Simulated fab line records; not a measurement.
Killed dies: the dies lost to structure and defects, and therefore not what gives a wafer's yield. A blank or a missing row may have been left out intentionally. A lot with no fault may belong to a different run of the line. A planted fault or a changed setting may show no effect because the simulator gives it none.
Lot-split experiment	flow n5_finfet	7 lots, 21 wafers read, on a route of 1938 steps

== ABOUT THE SPLIT ==
At N5_MIM_BOT_LITHO_EXPOSE_05 (exposes mask MIM BOT), the setting dose_mj was moved away from the recipe's 24.25 on 7 of the 21 wafers read, by -6.8% to +5.1%. For the rest of the wafers, this setting stayed at what the recipe calls for.

== FROM THE SPLIT TO THE READING: what the file shows between them, 2 steps ==
- N5_MIM_BOT_LITHO_DEVELOP_07: develop time 60 s (also split here: develop_time_s)
- N5_MIM_BOT_LITHO_HARDBAKE_09: time 120 s

== THE READING ==
cd_nm at N5_MIM_BOT_LITHO_CD_MEAS_08, given in nm (cd target 3000 nm). Typical for fault-free wafers on this fab line: 2998.9 nm, with standard deviation 2.8 nm.

wafer	tool, chamber at the split	dose_mj as run	against the recipe	cd_nm, nm	against lot-mates on the recipe
L081.1	krf_scanner-02, 0	24.25	recipe	2991.8	-
L081.3	krf_scanner-02, 0	24.25	recipe	2994.6	-
L081.4	krf_scanner-02, 0	24.25	recipe	2998.4	-
L080.1	krf_scanner-01, 0	24.25	recipe	3003.1	-
L080.2	krf_scanner-01, 0	25.03	+3.2%	3002.3	-0.8
L080.5	krf_scanner-01, 0	25.03	+3.2%	3002.7	-0.4
L090.1	krf_scanner-02, 0	24.25	recipe	3000.8	-
L090.5	krf_scanner-02, 0	22.61	-6.8%	2983.0	-16.2
L090.6	krf_scanner-02, 0	24.25	recipe	2997.5	-
L091.2	krf_scanner-02, 0	24.25	recipe	3002.6	-
L091.5	krf_scanner-02, 0	24.25	recipe	3000.9	-
L091.6	krf_scanner-02, 0	24.25	recipe	3003.2	-
L093.2	krf_scanner-02, 0	24.25	recipe	2994.6	-
L093.5	krf_scanner-02, 0	24.25	recipe	2993.3	-
L093.6	krf_scanner-02, 0	24.99	+3.1%	2998.9	+5.0
L096.1	krf_scanner-01, 0	23.54	-2.9%	2989.5	-6.2
L096.2	krf_scanner-01, 0	23.54	-2.9%	2988.7	-7.0
L096.3	krf_scanner-01, 0	24.25	recipe	2995.7	-
L097.2	krf_scanner-02, 0	25.48	+5.1%	3013.1	+10.3
L097.4	krf_scanner-02, 0	24.25	recipe	3005.3	-
L097.6	krf_scanner-02, 0	24.25	recipe	3000.2	-

FIT RESULTS
A straight line over all 21 wafers: cd_nm changes by +2.21 nm for each +1% of dose_mj; r = +0.81; the points scatter about the line by 4.1 nm.
The same after taking each lot's own level away (the mean of its wafers on the recipe; 21 wafers): +1.8 nm for each +1%; r = +0.86; scatter 2.6 nm.
On that fit, the largest move of dose_mj shifts the reading by 12 nm.
From 2993.95 to 3003.10 nm: that is the span of the lots' own levels, equal to 3.3 times the standard deviation above.
So the lot-to-lot level changes the slope: the two fits differ.
Check: -10.6 nm against its lot-mates is what the line predicts for one of the wafers moved furthest among these (-6.8%) when that wafer is left out of the fit. Against them it came out at -16.2 nm.

== OTHER SPLITS ON THESE WAFERS ==
Note: prior to the reading, these wafers also went through further splits. Each is held against what the fit with the lots' levels taken away leaves over:
other split on the same wafers	wafers away from the commonest value	r with cd_nm (lot level and that fit taken away)
N5_BEOL_M13_EXPOSE_07 dose_mj	7	-0.28
N5_BEOL_M14_EXPOSE_25 dose_mj	8	+0.15
N5_BEOL_M14_DESCUM_33 time_s	5	+0.16
N5_BEOL_M15_SPUTTER_44 power_w	4	-0.01
N5_MIM_BOT_LITHO_DEVELOP_07 develop_time_s	9	+0.20

== FILE'S OWN FIT ==
cd_nm changes by +1.95 nm for each +1% of dose_mj, r = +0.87.
